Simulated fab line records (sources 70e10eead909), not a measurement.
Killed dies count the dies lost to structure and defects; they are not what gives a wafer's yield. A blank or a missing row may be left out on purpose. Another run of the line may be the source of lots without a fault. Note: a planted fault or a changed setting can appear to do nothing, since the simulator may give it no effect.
Chamber matching	flow nand harc	NHARC_A_STAIRCASE_CMP_450 on cmp-01 has 4 sister chambers
The step polishes SiO2, target thk 200 nm. 8 wafers are shown with their chamber, then 9 later ones without.

WAFERS PAIRED WITH THEIR CHAMBERS
wafer	chamber	motor current A (A)	slurry filter dp kPa (kPa)
L079.2	3	12.9	13.50
L085.2	0	10.9	13.58
L085.6	0	11.4	13.18
L086.4	2	11.2	13.48
L086.5	1	12.0	13.43
L089.2	3	12.7	13.65
L089.4	2	11.3	13.37
L089.6	1	11.5	13.48

WAFERS WITHOUT THEIR CHAMBER
wafer	motor current A (A)	slurry filter dp kPa (kPa)
L092.1	11.3	13.42
L092.3	11.0	13.50
L092.6	11.6	13.44
L095.1	12.1	13.37
L095.3	11.7	13.63
L095.6	13.1	13.45
L097.1	13.7	13.23
L097.3	11.6	13.65
L097.5	11.3	13.51

THE CHAMBER EACH PASSED THROUGH
wafer	from the rows above	in truth
L092.1	can't be placed: 2 or 0 or 1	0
L092.3	can't be placed: 0 or 2 or 1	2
L092.6	can't be placed: 1 or 2 or 0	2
L095.1	can't be placed: 1 or 3 or 2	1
L095.3	can't be placed: 1 or 2 or 0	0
L095.6	3	3
L097.1	3	3
L097.3	can't be placed: 1 or 2 or 0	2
L097.5	can't be placed: 2 or 0 or 1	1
Correctly placed: 2 of 9. Not placeable from these rows: 7 (in 7, the candidates include the true chamber). Number placed wrongly: 0.
How it was worked out, from the rows above alone: a wafer's distance from a chamber is the root of the sum, over the readings, of the square of ((its reading less the chamber's mean) divided by the reading's scatter). If the next closest chamber is less than 2 further off than the closest, the wafer can't be placed; otherwise it belongs to the closest. Each chamber's mean is taken over the wafers shown for it. How the scatter is found: for the shown wafers, subtract from each reading the mean of its chamber, square and add these, divide the total by (wafers less chambers), then take the root.
